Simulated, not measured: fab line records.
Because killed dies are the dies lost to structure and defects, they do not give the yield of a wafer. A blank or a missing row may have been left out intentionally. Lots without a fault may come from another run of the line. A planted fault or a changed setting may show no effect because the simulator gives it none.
Struck lot and sound lot, side by side | flow n5Finfet | 15 steps out of a route of 1938
Sound: these wafers, L878.1, L878.3, L878.4. Wafers struck: L884.4, L884.5, L884.6. The cause is named last.
At each step with rows: each side's tool, then ch and its chambers, then its first start. Under that, the readings that differ: sound wafers | struck wafers | difference of the means | sigmas: that difference in standard deviations of wafers without a fault.
alike: same words and numbers on both sides, and readings whose means sit less than 2 such deviations apart. not compared: any withheld reading, any reading some wafer has no value for, any bound like >300 that may hide the same value, and any number with overlapping values for which the record gives no deviation.
A row with sigmas, a row that says differs or no value, or rows on one side alone: a step with any of these is where the two part. Numbers that have no deviation but don't overlap get no sigmas and don't part them. A reading missing from all wafers of one side parts the sides only when that side holds two or more wafers.

N5_BEOL_M2_INSPECT_30: inspects for defects (brightfield).
  sound: defectInspect-02 at day 8 16:32; struck: defectInspect-02 at day 10 13:53
  alike: rawDefectCount
N5_BEOL_M2_DESCUM_33: chemistry O2, time 7 s.
  sound on rieDiel-03 ch 0,2,3, day 8 17:22; struck on rieDiel-05 ch 0,1,3, day 10 13:55
  alike: drypumpMotorCurrentA, oesProductAu, rfFwdPowerW, rfVppV, showerheadPlenumPTorr, throttleValvePct
  not compared: rfHoursCounterH
then, 1 step without rows for these wafers: N5_BEOL_M2_ETCH_77 (etches underlayer in N2/H2, target depth 6.5 nm, time 5.2 s).
N5_BEOL_M2_ETCH_69: etches SiARC in CF4, target depth 15.6 nm, time 26 s.
  sound on rieDiel-03 ch 0,2,3, day 8 17:25; struck on rieDiel-05 ch 0,1,3, day 10 13:58
  alike: biasW, drypumpMotorCurrentA, etchRfOnTimeS, oesProductAu, rfFwdPowerW, rfVppV, showerheadPlenumPTorr, throttleValvePct
  not compared: rfHoursCounterH
N5_BEOL_M2_ALD_98: deposits SiO2, target thk 2.5 nm, pulse time 1 s, co reactant pulse time 1 s.
  sound on aldSin-02 ch 1,2,3, day 8 19:06; struck on aldSin-03 ch 0,2,3, day 10 14:03
  alike: heaterPowerW, precursorPulseHeightRel, susceptorTempC
then, 1 step without rows for these wafers: N5_BEOL_M2_ETCHBACK_99 (etches SiO2 in CHF3, target depth 5 nm, time 10.4 s).
N5_BEOL_M2_ETCH_70: etches SOC in N2/H2, target depth 80 nm, overetch 24 nm, time 130 s.
  sound on rieDiel-05 ch 0,1,2, day 9 05:56; struck on rieDiel-05 ch 1,2, day 10 19:19
  alike: biasW, drypumpMotorCurrentA, oesProductAu, rfFwdPowerW, rfVppV, showerheadPlenumPTorr, throttleValvePct
  not compared: rfHoursCounterH
then, 2 steps without rows for these wafers: N5_BEOL_M2_STRIP_71 (strips in N2/H2); N5_BEOL_M2_STRIP_78 (strips in N2/H2).
N5_BEOL_M2_VIA_ETCH_34: etches the open film in C4F6/O2, target depth 69.4 nm, time 65.9 s.
  sound on rieDiel-05 ch 0,1,2, day 9 06:02; struck on rieDiel-05 ch 1,2, day 10 19:25
  alike: biasW, drypumpMotorCurrentA, oesProductAu, rfFwdPowerW, rfVppV, showerheadPlenumPTorr, throttleValvePct
  not compared: rfHoursCounterH
then, 2 steps without rows for these wafers: N5_BEOL_M2_STRIP_83 (strips in C4F6/O2); N5_BEOL_M2_STRIP_36 (strips in N2/H2).
N5_BEOL_M2_TRENCH_ETCH_37: etches SiOC in C4F6/O2, target depth 55.555 nm, time 29.2 s.
  sound on rieDiel-05 ch 0,1,2, day 9 06:08; struck on rieDiel-05 ch 1,2, day 10 19:31
reading    | sound             | struck            | difference | sigmas
biasW (W)  | 185.1 184.7 184.8 | 196.4 195.2 195.8 | +10.9      | +21
rfVppV (V) | 678 692 694       | 724 723 724       | +36        | +2
  alike: drypumpMotorCurrentA, oesProductAu, rfFwdPowerW, showerheadPlenumPTorr, throttleValvePct
  not compared: rfHoursCounterH
then, 1 step without rows for these wafers: N5_BEOL_M2_ETCH_41 (etches SiCN in CH3F/O2, target depth 29.9 nm, time 52.5 s).
N5_BEOL_M4_RC_MEAS_101:
  sound on prober-01 ch 0, day 10 20:34; struck on prober-02 ch 0, day 12 08:42
  alike: DIBL_N, DIBL_P, IOFF_N, IOFF_P, ION_N, ION_P, SS_N, SS_P, VT_N, VT_P

## WHERE THEY PART
Only at N5_BEOL_M2_TRENCH_ETCH_37, as far as this record shows. Later steps at which nothing parts them and some readings are alike: N5_BEOL_M4_RC_MEAS_101.

WHY: what had been put in by the simulator
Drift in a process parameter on rieDiel-05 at N5_BEOL_M2_TRENCH_ETCH_37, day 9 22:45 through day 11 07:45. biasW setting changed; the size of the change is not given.
